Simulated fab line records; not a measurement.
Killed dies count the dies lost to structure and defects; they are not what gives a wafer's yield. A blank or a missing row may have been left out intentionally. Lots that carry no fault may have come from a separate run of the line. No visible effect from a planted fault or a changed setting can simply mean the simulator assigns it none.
A lot that was struck, set against a sound lot + flow n5 finfet + 15 out of 1938 route steps
Sound: wafers L395.1, L395.2, L395.5. Struck: wafers L404.1, L404.6. (L404.3 of the same lot was not struck and is left out.) The cause comes at the end.
Each step with rows lists, per side, the tool, then ch with its chambers, then its first start. Under that, the readings that differ: sound wafers + struck wafers + difference of the means + sigmas: that difference in standard deviations of wafers without a fault.
alike: words and numbers the same on both sides, and readings whose means are apart by under 2 such deviations; not compared: readings that were withheld, readings missing a value for some wafer, numbers with overlapping values and no deviation given by the record, and bounds like >300 which may hide the same value.
A row with sigmas, a row that says differs or no value, or rows on one side alone: a step with any of these is where the two part. Non-overlapping numbers with no deviation appear without sigmas and do not part them. A reading missing from all wafers of one side parts the sides only when that side holds two or more wafers.

N5_MIM_BOT_LITHO_CD_MEAS_08 targets a cd of 3000 nm.
  sound on cd sem-01 ch 0, day 12 01:08; struck on cd sem-02 ch 0, day 14 03:54
  alike: cd nm
N5_MIM_BOT_LITHO_OVL_MEAS_11:
  sound on overlay-01 ch 0, day 12 01:10; struck on overlay-01 ch 0, day 14 03:56
  alike: MIM_BOT_OVL
N5_MIM_BOT_LITHO_INSPECT_12: inspects for defects (macro).
  sound on defect inspect-01 at day 12 01:11; struck on defect inspect-01 at day 14 03:58
  alike: raw defect count
N5_MIM_BOT_LITHO_DESCUM_10: chemistry O2, time 7.9 s.
  sound on rie diel-03 ch 0,2,3, day 12 01:13; struck on rie diel-01 ch 0, day 14 04:07
  alike: drypump motor current A, o2 flow sccm, oes product au, rf fwd power W, rf vpp V, showerhead plenum p Torr, temp c, throttle valve pct
  not compared: rf hours counter h
N5_MIM_BOT_ETCH_ETCH_04: etches SiNx in CF4/O2, target depth 26 nm, time 13 s.
  sound on rie diel-03 ch 0,2,3, day 12 01:17; struck on rie diel-01 ch 0, day 14 04:11
| reading                | sound             | struck      | difference | sigmas |
|------------------------|-------------------|-------------|------------|--------|
| rf fwd power W (W)     | 531.6 533.4 531.5 | 536.4 535.4 | +3.7       | +2     |
| throttle valve pct (%) | 16.36 16.06 16.62 | 15.89 15.90 | -0.45      | -2     |
  alike: drypump motor current A, oes_ar_750_au, oes_f_703_au, oes product au, rf vpp V, showerhead plenum p Torr
  not compared: rf hours counter h
N5_MIM_BOT_ETCH_ETCH_03: etches the open film in Cl2/BCl3, target depth 12 nm.
  sound on rie metal-01 ch 0,1, day 12 01:22; struck on rie metal-03 ch 0,1, day 14 04:16
  alike: drypump motor current A, oes product au, rf fwd power W, throttle valve pct
  not compared: rf hours counter h
N5_MIM_BOT_ETCH_ETCH_00: etches TiN in Cl2/BCl3, target depth 45.5 nm.
  sound on rie metal-01 ch 0,1, day 12 01:28; struck on rie metal-03 ch 0,1, day 14 04:22
  alike: drypump motor current A, oes_ar_750_au, oes product au, rf fwd power W, throttle valve pct
  not compared: rf hours counter h
N5_MIM_BOT_ETCH_STRIP_01: strips in O2.
  sound on rie diel-03 ch 0,1, day 12 01:43; struck on rie diel-01 ch 2, day 14 04:39
| reading                     | sound       | struck  | difference | sigmas |
|-----------------------------|-------------|---------|------------|--------|
| drypump motor current A (A) | 6.3 5.2 6.3 | 5.0 5.0 | -0.9       | -2     |
  alike: o2 flow sccm, oes product au, rf vpp V, showerhead plenum p Torr, temp c, throttle valve pct
  not compared: rf hours counter h
then, 4 steps without rows for these wafers: N5_MIM_BOT_ETCH_STRIP_02 (strips in post etch residue remover, time 1200 s); N5_MIM_BOT_ETCH_CLEAN_05 (cleans in IPA, time 180 s); N5_MIM_BOT_ETCH_SRD_06 (time 30 s); N5_PASSIVATION_PECVD_55 (deposits SiO2 from SiH4/N2O, target thk 400 nm, time 22.5 s).
N5_PASSIVATION_PECVD_01: deposits SiNx from SiH4/NH3/N2, target thk 200 nm, time 43.2 s.
  sound on pecvd-04 ch 0,2, day 12 02:15; struck on pecvd-03 ch 1,2, day 14 05:13
| reading                                        | sound             | struck    | difference                    | sigmas |
|------------------------------------------------|-------------------|-----------|-------------------------------|--------|
| rf fwd power W (W)                             | 1395 1390 1392    | - -       | no value on the struck wafers |        |
| model.SiNx_of_PASSIVATION_PECVD_01.thk nm (nm) | 199.4 198.6 204.4 | 188.2 194 | -9.7                          |        |
  alike: heater power w, showerhead plenum p Torr, showerhead vpp V, throttle valve pct
then, 1 step without rows for these wafers: N5_PASSIVATION_HMDS_03 (time 60 s).
N5_PASSIVATION_PROBE_49:
  sound on prober-02 at day 12 14:11; struck on prober-01 at day 14 12:34
  alike: defect limited yield, killed_at_M0_to_M3, killed_at_M4_up, killed at contacts, killed at front end, killed at other, killed dies, killed open, killed short, sort_bin_4_leakage, sort_bin_5_function, sort_bin_6_memory, sort_bin_8_speed, sort n pass, sort yield pct

== WHERE THEY PART ==
Earliest at N5_MIM_BOT_ETCH_ETCH_04; latest, in this record, at N5_PASSIVATION_PECVD_01. Later steps at which nothing parts them and some readings are alike: N5_PASSIVATION_PROBE_49.

WHY: the cause the simulator had injected
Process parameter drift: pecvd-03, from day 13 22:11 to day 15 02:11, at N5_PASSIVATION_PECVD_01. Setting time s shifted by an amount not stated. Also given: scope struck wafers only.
